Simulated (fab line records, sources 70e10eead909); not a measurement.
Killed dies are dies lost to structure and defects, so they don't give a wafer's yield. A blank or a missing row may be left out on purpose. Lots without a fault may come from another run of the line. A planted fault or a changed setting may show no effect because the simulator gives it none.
A struck lot beside a sound one | flow nand_harc | 14 steps out of a route of 1302
Sound: wafers L536.1, L536.2, L536.6. Struck: wafers L544.2, L544.3, L544.6. The cause comes at the end.
At each step with rows: each side's tool, then ch and its chambers, then its first start. Under that, the readings that differ: sound wafers | struck wafers | difference of the means | sigmas: that difference in standard deviations of wafers without a fault.
alike: readings whose means differ by less than 2 such deviations, and words and numbers that are the same on both sides. not compared: withheld readings, readings that some wafer has no value for, bounds like >300 that may hide the same value, and numbers for which the record gives no deviation and whose values overlap.
The two part at a step that has a row with sigmas, a row that says differs or no value, or rows on one side only. Numbers that don't overlap but have no deviation are shown without sigmas and don't part them. A reading that every wafer of one side lacks parts them only if that side has two wafers or more.

NHARC_A_CONTACT_ETCH_106: etches the open film in CF4/O2, target depth 90 nm, overetch 9 nm, time 49.5 s.
  sound on rie_diel-13 ch 0,2,3, day 22 18:59; struck on rie_diel-09 ch 0,2, day 25 14:00
  alike: bias_w, drypump_motor_current_A, o2_flow_sccm, oes_product_au, rf_vpp_V, showerhead_plenum_p_Torr, throttle_valve_pct
  not compared: rf_hours_counter_h
NHARC_A_CONTACT_STRIP_82: strips in O2.
  sound on rie_diel-13 ch 1,2,3; struck on rie_diel-09 ch 0,1
  alike: drypump_motor_current_A, o2_flow_sccm, oes_product_au, rf_vpp_V, showerhead_plenum_p_Torr, throttle_valve_pct
  not compared: rf_hours_counter_h
then, 1 step without rows for these wafers: NHARC_A_CONTACT_STRIP_83 (strips in post etch residue remover, time 600 s).
NHARC_A_CONTACT_DEP_84: deposits aC, target thk 2800 nm.
  sound on acl_dep-03 ch 0, day 22 19:39; struck on acl_dep-03 ch 0, day 25 17:28
  alike: throttle_valve_pct
NHARC_A_CONTACT_DEP_85: deposits SiON, target thk 60 nm.
  sound on pecvd-03 ch 0,1,2, day 22 21:23; struck on pecvd-03 ch 0,1,2, day 25 19:02
  alike: heater_power_w
then, 7 steps without rows for these wafers: NHARC_A_CONTACT_DEHYDRATE_00 (time 120 s); NHARC_A_CONTACT_HMDS_01 (time 30 s); NHARC_A_CONTACT_COAT_86 (time 75 s); NHARC_A_CONTACT_COAT_87 (time 65 s); NHARC_A_CONTACT_COAT_02 (resist thk 90 nm); NHARC_A_CONTACT_SOFTBAKE_03 (time 55 s); NHARC_A_CONTACT_EBR_04.
NHARC_A_CONTACT_EXPOSE_05: exposes mask A CC.
  sound on arfi_scanner-03 ch 0, day 22 21:58; struck on arfi_scanner-02, day 25 19:38
  no value came back on the struck wafers for exposure_dose_mJ_cm2, focus_offset_nm (nm), sigma_outer; on the sound wafers exposure_dose_mJ_cm2 reads 84.26 84.20 84.15
  alike: mask
then, 1 step without rows for these wafers: NHARC_A_CONTACT_PEB_06 (peb time 65 s).

WHERE THEY PART
Only at NHARC_A_CONTACT_EXPOSE_05, within this record.

WHY: what the simulator had put in
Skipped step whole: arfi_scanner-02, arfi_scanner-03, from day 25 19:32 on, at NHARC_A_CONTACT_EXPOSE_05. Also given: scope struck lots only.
